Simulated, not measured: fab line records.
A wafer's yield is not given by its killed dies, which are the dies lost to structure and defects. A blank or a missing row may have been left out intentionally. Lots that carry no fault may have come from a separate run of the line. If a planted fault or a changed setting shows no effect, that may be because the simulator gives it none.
Matching of chambers | flow n5-finfet | N5_HKMG_FIN_STRIP_90 on rie-diel-05: 4 sister chambers
The step strips SOC in N2/H2, time 20 s. 8 wafers are shown with their chamber, then 8 later ones without.

WAFERS, EACH WITH ITS CHAMBER
wafer  | chamber | drypump-motor-current-A (A) | throttle-valve-pct (%)
L077.2 | 0       | 5.1                         | 19.6
L088.2 | 3       | 6.0                         | 19.0
L091.2 | 3       | 5.9                         | 19.0
L091.3 | 1       | 5.7                         | 18.7
L091.4 | 0       | 5.1                         | 19.2
L091.5 | 2       | 5.8                         | 18.1
L091.6 | 1       | 5.7                         | 18.7
L092.2 | 2       | 5.8                         | 18.1

WAFERS MISSING THEIR CHAMBER
wafer  | drypump-motor-current-A (A) | throttle-valve-pct (%)
L092.4 | 5.9                         | 19.1
L092.5 | 5.9                         | 19.1
L095.2 | 5.7                         | 18.7
L095.4 | 5.8                         | 18.1
L095.5 | 5.7                         | 18.7
L097.3 | 5.8                         | 18.1
L097.4 | 5.1                         | 19.2
L097.6 | 5.8                         | 18.1

WHICH CHAMBER EACH ONE RAN IN
wafer  | from the rows above | in truth
L092.4 | 3                   | 3
L092.5 | 3                   | 3
L095.2 | 1                   | 1
L095.4 | 2                   | 2
L095.5 | 1                   | 1
L097.3 | 2                   | 2
L097.4 | 0                   | 0
L097.6 | 2                   | 2
8 of 8 placed correctly. Can't be placed from these rows: 0. Wrongly placed: 0.
How it was worked out, from the rows above alone: a wafer's distance from a chamber is the root of the sum, over the readings, of the square of ((its reading less the chamber's mean) divided by the reading's scatter). The wafer belongs to the nearest chamber; if the next one is less than 2 further off, it can't be placed. The mean given for a chamber averages the wafers shown for that chamber. How the scatter is found: for the shown wafers, subtract from each reading the mean of its chamber, square and add these, divide the total by (wafers less chambers), then take the root.
